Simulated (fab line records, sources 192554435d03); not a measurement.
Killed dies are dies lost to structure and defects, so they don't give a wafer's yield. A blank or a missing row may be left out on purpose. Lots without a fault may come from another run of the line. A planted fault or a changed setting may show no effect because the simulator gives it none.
Which tool did it? | flow n5_finfet | 10 lots, 30 wafers sampled, at 5 steps of a route of 1938

WHAT THE GAUGES READ, wafer by wafer
N5_BEOL_M8_THK_MEAS_01.
lot  | measured     | on            | M8_ILD_THK (nm)
L763 | day 9 18:53  | film_metro-01 | 153.0 155.6 158.4
L761 | day 10 02:34 | film_metro-02 | 153.4 155.7 155.0
L765 | day 10 10:40 | film_metro-02 | 154.4 155.8 156.9
L766 | day 10 10:57 | film_metro-02 | 153.5 155.7 156.7
L767 | day 10 13:46 | film_metro-02 | 155.9 155.3 156.8
L771 | day 11 18:48 | film_metro-01 | 152.0 134.2 154.0
L777 | day 13 09:39 | film_metro-01 | 156.7 155.1 159.1
L782 | day 14 13:41 | film_metro-02 | 153.7 152.5 152.9
L781 | day 14 13:49 | film_metro-01 | 153.4 155.7 155.5
L783 | day 15 06:14 | film_metro-01 | 157.1 156.6 157.8

WHICH TOOL RAN EACH LOT (tool, then ch and the chambers of the sampled wafers, then the start)
lot  | N5_BEOL_M7_TRENCH_ETCH_37                     | N5_BEOL_M7_SPUTTER_48        | N5_BEOL_M7_ANNEAL_51             | N5_BEOL_M8_ILD_DEP_00
L763 | rie_diel-01 ch 1,2, day 9 17:12 or earlier    | pvd_sputter-01, day 9 17:12  | rtp_anneal-01 ch 0, day 9 17:37  | pecvd-02 ch 0,1, day 9 18:18
L761 | rie_diel-01 ch 1,2,3, day 10 00:56 or earlier | pvd_sputter-02, day 10 00:56 | rtp_anneal-02 ch 0, day 10 01:16 | pecvd-02 ch 0,2, day 10 01:59
L765 | rie_diel-06 ch 0,3, day 10 09:05 or earlier   | pvd_sputter-01, day 10 09:05 | rtp_anneal-01 ch 0, day 10 09:23 | pecvd-02 ch 1,2, day 10 10:05
L766 | rie_diel-01 ch 0,1,2, day 10 09:14 or earlier | pvd_sputter-02, day 10 09:14 | rtp_anneal-01 ch 0, day 10 09:34 | pecvd-02 ch 0,2, day 10 10:22
L767 | rie_diel-06 ch 0,1, day 10 11:55 or earlier   | pvd_sputter-03, day 10 11:55 | rtp_anneal-02 ch 0, day 10 12:17 | pecvd-03 ch 0,2, day 10 13:11
L771 | rie_diel-01 ch 0,2,3, day 11 16:41 or earlier | pvd_sputter-01, day 11 16:41 | rtp_anneal-01 ch 0, day 11 17:29 | pecvd-02 ch 0,1,2, day 11 18:13
L777 | rie_diel-03 ch 0,2,3, day 13 08:00 or earlier | pvd_sputter-02, day 13 08:00 | rtp_anneal-02 ch 0, day 13 08:13 | pecvd-03 ch 0,1,2, day 13 09:01
L782 | rie_diel-03 ch 0,2,3, day 14 11:46 or earlier | pvd_sputter-01, day 14 11:46 | rtp_anneal-01 ch 0, day 14 12:19 | pecvd-02 ch 1,2, day 14 13:06
L781 | rie_diel-01 ch 0,1,3, day 14 11:58 or earlier | pvd_sputter-02, day 14 11:58 | rtp_anneal-02 ch 0, day 14 12:29 | pecvd-04 ch 0,1,2, day 14 13:14
L783 | rie_diel-06 ch 0,1,3, day 15 04:08 or earlier | pvd_sputter-02, day 15 04:08 | rtp_anneal-01 ch 0, day 15 05:01 | pecvd-04 ch 0,1,2, day 15 05:41
- N5_BEOL_M7_TRENCH_ETCH_37: etches SiCOH lowk in C4F6/O2, target depth 93.478 nm, time 31.2 s.
- N5_BEOL_M7_SPUTTER_48: material Cu, target thk 10 nm, time 1.667 s.
- N5_BEOL_M7_ANNEAL_51: time 90 s.
- N5_BEOL_M8_ILD_DEP_00: deposits SiCOH lowk from DEMS/porogen, target thk 179.75 nm, time 33.4 s.

THE ANSWER, worked out from the rows above alone
Rule: what is usual is taken from the lots themselves. Put in order of their means at a reading, lots are off if they are a third of the lots or fewer, leave a main group of 4 or more, and stand apart from it by a gap of 3 or more times the standard deviation of the main group's means; of several such gaps the widest counts. A main group whose means are all the same, to the digits that the tables above print for the reading, isn't used. A lot without any number at a reading at which 4 lots or more have one is off too. The other lots that the step has rows for count as sound.
Off: L771, at N5_BEOL_M8_THK_MEAS_01 (M8_ILD_THK). The main group: mean 155.5 nm, standard deviation 1.2.
A tool fits if, at a process step before that reading, it ran every lot that is off, and no sound lot after the first of them. The gauges at N5_BEOL_M8_THK_MEAS_01 are tried like those tools. N5_BEOL_M7_TRENCH_ETCH_37 gives no start for some lots, so the hours and the order of its lots are those of N5_BEOL_M7_SPUTTER_48. None of those tried fits.

WHAT THE SIMULATOR HAD PUT IN
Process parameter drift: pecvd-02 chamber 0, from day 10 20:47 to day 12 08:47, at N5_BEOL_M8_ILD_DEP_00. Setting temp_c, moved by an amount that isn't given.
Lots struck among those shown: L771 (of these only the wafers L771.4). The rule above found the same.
